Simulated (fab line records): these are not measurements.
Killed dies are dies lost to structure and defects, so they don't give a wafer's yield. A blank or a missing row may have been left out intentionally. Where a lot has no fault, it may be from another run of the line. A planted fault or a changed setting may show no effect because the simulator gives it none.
Chamber matching ; flow nand_harc ; 4 sister chambers for NHARC_A_STAIRCASE_ALD_415 on ald_hk-03
The step deposits SiO2, target thk 30 nm, pulse time 6 s, ald cycles 300. 8 wafers are shown with their chamber, then 8 later ones without.

## EACH WAFER AND ITS CHAMBER
wafer;chamber;heater_power_w (W);precursor_pulse_height_rel
L077.6;2;488;0.987
L083.3;1;416;1.001
L081.3;0;490;0.998
L081.5;2;477;1.026
L088.1;3;502;1.002
L088.2;0;502;0.997
L088.4;1;433;0.999
L091.1;3;514;1.011

## WAFERS WHOSE CHAMBER IS MISSING
wafer;heater_power_w (W);precursor_pulse_height_rel
L091.2;493;1.017
L091.6;424;1.007
L094.2;462;0.992
L094.3;433;0.995
L094.4;504;1.014
L097.3;432;1.031
L097.4;470;1.024
L097.6;489;0.997

## WHICH CHAMBER EACH ONE RAN IN
wafer;from the rows above;in truth
L091.2;can't be placed: 2 or 0 or 3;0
L091.6;1;1
L094.2;can't be placed: 2 or 0 or 1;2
L094.3;1;1
L094.4;can't be placed: 3 or 0 or 2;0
L097.3;1;1
L097.4;can't be placed: 2 or 0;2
L097.6;can't be placed: 0 or 2 or 3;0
Placed correctly: 3 of 8. Can't be placed from these rows: 5 (the true chamber is among the candidates in 5). 0 placed wrongly.
How it was worked out, from the rows above alone: a wafer's distance from a chamber is the root of the sum, over the readings, of the square of ((its reading less the chamber's mean) divided by the reading's scatter). If the next closest chamber is less than 2 further off than the closest, the wafer can't be placed; otherwise it belongs to the closest. Each chamber's mean is taken over the wafers shown for it. How the scatter is found: for the shown wafers, subtract from each reading the mean of its chamber, square and add these, divide the total by (wafers less chambers), then take the root.
